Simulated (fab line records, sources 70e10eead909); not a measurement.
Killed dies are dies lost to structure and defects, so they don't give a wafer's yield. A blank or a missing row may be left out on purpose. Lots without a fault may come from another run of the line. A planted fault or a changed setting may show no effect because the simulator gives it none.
Tool commonality check | flow nand_harc | 11 lots, 31 wafers sampled

WHY IT WAS OPENED
At NHARC_A_CHANNEL_HOLE_D2_INSPECT_40 the reading raw_defect_count is flagged on 2 of 11 lots. Wafers without a fault read 291, standard deviation 100.
Rule: a lot is flagged when every wafer of it that has a number lies more than 4 standard deviations from that mean, or none has a number. The other lots count as sound.

lot  | measured     | on                | raw_defect_count, wafer by wafer | flag
L496 | day 13 03:20 | defect_inspect-02 | 173 160 238                      |
L497 | day 13 11:37 | defect_inspect-01 | 257 312 229                      |
L498 | day 14 20:49 | defect_inspect-01 | 328 320 304                      |
L500 | day 14 20:52 | defect_inspect-02 | 251 197 374                      |
L502 | day 16 05:49 | defect_inspect-01 | 247 212 236                      |
L506 | day 17 23:16 | defect_inspect-01 | 214 184 241                      |
L514 | day 20 20:22 | defect_inspect-01 | 927 933                          | FLAGGED
L517 | day 22 10:57 | defect_inspect-01 | 298 260 216                      |
L516 | day 22 12:25 | defect_inspect-01 | 734 719                          | FLAGGED
L518 | day 22 17:54 | defect_inspect-02 | 408 256 237                      |
L519 | day 23 10:22 | defect_inspect-01 | 725 403 314                      |
The numbers of the flagged lots are 828 on average: +537 against the usual, or +5 standard deviations.

WHICH TOOL RAN EACH LOT
The record holds 4 process steps before the reading, out of a route of 1302 steps. In each cell: the tool, then ch and the chambers that the sampled wafers went through, then the start.
lot  | flag    | NHARC_A_CHANNEL_HOLE_D2_ETCH_38    | NHARC_A_CHANNEL_HOLE_D2_ETCH_20  | NHARC_A_CHANNEL_HOLE_D2_ETCH_27  | NHARC_A_CHANNEL_HOLE_D2_STRIP_28
L496 |         | rie_diel-13 ch 1,2,3, day 12 20:32 | har_etch-02 ch 0,1, day 12 21:44 | har_etch-02 ch 0,1, day 13 01:37 | rie_diel-04 ch 0,1,3, day 13 02:34
L497 |         | rie_diel-04 ch 0,1, day 13 03:40   | har_etch-01 ch 0,1, day 13 06:05 | har_etch-01 ch 0,1, day 13 09:55 | rie_diel-04 ch 0,1, day 13 10:44
L498 |         | rie_diel-04 ch 0,1,3, day 14 10:05 | har_etch-01 ch 0,1, day 14 15:09 | har_etch-01 ch 0,1, day 14 19:01 | rie_diel-13 ch 2,3, day 14 19:56
L500 |         | rie_diel-13 ch 0,1,3, day 14 11:42 | har_etch-02 ch 0,1, day 14 15:15 | har_etch-02 ch 0,1, day 14 19:08 | rie_diel-08 ch 0,1,3, day 14 19:59
L502 |         | rie_diel-08 ch 2,3, day 15 22:49   | har_etch-01 ch 0,1, day 16 00:22 | har_etch-01 ch 0,1, day 16 04:11 | rie_diel-04 ch 0,1, day 16 05:00
L506 |         | rie_diel-08 ch 1,2,3, day 17 13:47 | har_etch-01 ch 0,1, day 17 17:38 | har_etch-01 ch 0,1, day 17 21:26 | rie_diel-08 ch 1,2,3, day 17 22:29
L514 | FLAGGED | rie_diel-08 ch 3, day 20 13:12     | har_etch-02 ch 1, day 20 14:50   | har_etch-02 ch 1, day 20 18:37   | rie_diel-04 ch 0, day 20 19:34
L517 |         | rie_diel-08 ch 0,1,3, day 22 01:42 | har_etch-01 ch 0,1, day 22 05:22 | har_etch-01 ch 0,1, day 22 09:13 | rie_diel-08 ch 0,1,3, day 22 10:04
L516 | FLAGGED | rie_diel-13 ch 1, day 22 03:05     | har_etch-02 ch 1, day 22 06:57   | har_etch-02 ch 1, day 22 10:45   | rie_diel-04 ch 0, day 22 11:32
L518 |         | rie_diel-13 ch 0,1,2, day 22 11:05 | har_etch-02 ch 0,1, day 22 12:17 | har_etch-02 ch 0,1, day 22 16:10 | rie_diel-08 ch 0,1,2, day 22 17:07
L519 |         | rie_diel-13 ch 0,1, day 23 00:47   | har_etch-01 ch 0,1, day 23 04:46 | har_etch-01 ch 0,1, day 23 08:38 | rie_diel-13 ch 0,3, day 23 09:32
What these steps do:
- NHARC_A_CHANNEL_HOLE_D2_ETCH_38: etches the open film in CF4, target depth 39 nm, time 65 s.
- NHARC_A_CHANNEL_HOLE_D2_ETCH_20: etches the open film in C4F8/O2/Ar, time 361.9 s, target depth 1600 nm.
- NHARC_A_CHANNEL_HOLE_D2_ETCH_27: etches the open film in C4F8/O2/Ar, time 90 s, target depth 400 nm.
- NHARC_A_CHANNEL_HOLE_D2_STRIP_28: strips in O2.
- NHARC_A_CHANNEL_HOLE_D2_INSPECT_40

FLAGGED OVER TOTAL, TOOL BY TOOL (the gauges that took the reading come last)
step                               | tool              | lots run | flagged | share of the flagged lots | sound lots run after its first flagged lot
NHARC_A_CHANNEL_HOLE_D2_ETCH_38    | rie_diel-04       | 2        | 0       | none                      | -
NHARC_A_CHANNEL_HOLE_D2_ETCH_38    | rie_diel-08       | 4        | 1       | some                      | 1 (L517)
NHARC_A_CHANNEL_HOLE_D2_ETCH_38    | rie_diel-13       | 5        | 1       | some                      | 2 (L518,L519)
NHARC_A_CHANNEL_HOLE_D2_ETCH_20    | har_etch-01       | 6        | 0       | none                      | -
NHARC_A_CHANNEL_HOLE_D2_ETCH_20    | har_etch-02       | 5        | 2       | all                       | 1 (L518)
NHARC_A_CHANNEL_HOLE_D2_ETCH_27    | har_etch-01       | 6        | 0       | none                      | -
NHARC_A_CHANNEL_HOLE_D2_ETCH_27    | har_etch-02       | 5        | 2       | all                       | 1 (L518)
NHARC_A_CHANNEL_HOLE_D2_STRIP_28   | rie_diel-04       | 5        | 2       | all                       | 0
NHARC_A_CHANNEL_HOLE_D2_STRIP_28   | rie_diel-08       | 4        | 0       | none                      | -
NHARC_A_CHANNEL_HOLE_D2_STRIP_28   | rie_diel-13       | 2        | 0       | none                      | -
NHARC_A_CHANNEL_HOLE_D2_INSPECT_40 | defect_inspect-01 | 8        | 2       | all                       | 2 (L517,L519)
NHARC_A_CHANNEL_HOLE_D2_INSPECT_40 | defect_inspect-02 | 3        | 0       | none                      | -

WHAT THE TABLE ALLOWS
4 rows of the table ran every flagged lot: har_etch-02 at NHARC_A_CHANNEL_HOLE_D2_ETCH_20, har_etch-02 at NHARC_A_CHANNEL_HOLE_D2_ETCH_27, rie_diel-04 at NHARC_A_CHANNEL_HOLE_D2_STRIP_28, defect_inspect-01 at NHARC_A_CHANNEL_HOLE_D2_INSPECT_40.
- har_etch-02 at NHARC_A_CHANNEL_HOLE_D2_ETCH_20: 2 of its 5 lots flagged. Sound lots ran on it after the first flagged one (L518), which a lasting fault on the whole tool wouldn't allow.
- har_etch-02 at NHARC_A_CHANNEL_HOLE_D2_ETCH_27: 2 of its 5 lots flagged. Sound lots ran on it after the first flagged one (L518), which a lasting fault on the whole tool wouldn't allow.
- rie_diel-04 at NHARC_A_CHANNEL_HOLE_D2_STRIP_28: 2 of its 5 lots flagged. Its last sound lot is L502 (day 16 05:00), its first flagged lot L514 (day 20 19:34): a fault that began between those two fits.
- defect_inspect-01 at NHARC_A_CHANNEL_HOLE_D2_INSPECT_40: 2 of its 8 lots flagged. Sound lots ran on it after the first flagged one (L517, L519), which a lasting fault on the whole tool wouldn't allow.
One tool is left: rie_diel-04 at NHARC_A_CHANNEL_HOLE_D2_STRIP_28.

WHAT THE SIMULATOR HAD PUT IN
Chamber particle source: rie_diel-04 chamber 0, from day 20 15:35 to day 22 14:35, at NHARC_A_CHANNEL_HOLE_D2_STRIP_28. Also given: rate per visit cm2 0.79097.
Lots struck among those shown: L514, L516. The rule above found the same.
